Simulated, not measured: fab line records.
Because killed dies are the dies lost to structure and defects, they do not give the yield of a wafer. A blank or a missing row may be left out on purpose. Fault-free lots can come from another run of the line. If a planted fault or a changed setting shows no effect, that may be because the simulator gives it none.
Matching of chambers	flow nand-harc	NHARC_P_M1_STRIP_18 on rie-diel-10: 4 sister chambers
The step strips in N2/H2. 16 wafers are shown with their chamber, then 8 later ones without.

== EACH WAFER AND ITS CHAMBER ==
wafer	chamber	drypump-motor-current-A (A)	oes-product-au (a.u.)	rf-vpp-V (V)
L700.1	0	5.2	1.008	91.0
L700.4	2	6.1	1.001	90.2
L700.5	3	6.1	0.971	89.7
L699.3	1	5.8	0.988	90.1
L699.5	2	6.1	1.001	90.7
L699.6	1	5.8	0.997	89.9
L701.4	0	5.2	1.010	91.3
L701.5	0	5.2	1.002	91.5
L701.6	1	5.8	0.981	90.1
L702.2	2	6.1	0.994	90.5
L702.4	3	6.0	0.980	91.3
L702.5	2	6.1	0.990	90.5
L703.2	2	6.1	0.988	90.8
L703.5	2	6.1	0.996	90.2
L703.6	1	5.7	0.970	90.5
L714.1	1	5.8	0.991	90.0

SIGNATURES (averages over the wafers above)
reading	chamber 0	chamber 1	chamber 2	chamber 3	scatter within a chamber
drypump-motor-current-A	5.200	5.780	6.100	6.050	0.0329
oes-product-au	1.00667	0.98540	0.99500	0.97550	0.00737
rf-vpp-V	91.267	90.120	90.483	90.500	0.4
Rule: a wafer's distance from a chamber is the root of the sum, over the readings, of the square of ((its reading less the chamber's mean) divided by the reading's scatter). The wafer belongs to the nearest chamber; if the next one is less than 2 further off, it can't be placed. The scatter is the square root of a quotient: the sum, over the shown wafers, of each reading's squared deviation from its chamber's mean, divided by wafers minus chambers.

== WAFERS MISSING THEIR CHAMBER ==
wafer	drypump-motor-current-A (A)	oes-product-au (a.u.)	rf-vpp-V (V)
L714.2	6.0	1.010	88.7
L714.6	6.0	1.004	91.6
L716.1	6.0	1.010	91.8
L716.3	5.2	1.002	92.1
L716.6	6.1	0.979	91.1
L719.1	5.2	1.006	91.2
L719.2	6.1	0.997	89.6
L719.5	6.0	1.006	92.7

== THE CHAMBER EACH PASSED THROUGH ==
wafer	from the rows above	in truth
L714.2	can't be placed: 2 or 3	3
L714.6	can't be placed: 2 or 3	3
L716.1	can't be placed: 2 or 3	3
L716.3	0	0
L716.6	can't be placed: 3 or 2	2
L719.1	0	0
L719.2	can't be placed: 2 or 3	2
L719.5	can't be placed: 2 or 3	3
2 of 8 placed correctly. Can't be placed from these rows: 6 (the true chamber is among the candidates in 6). Wrongly placed: 0.
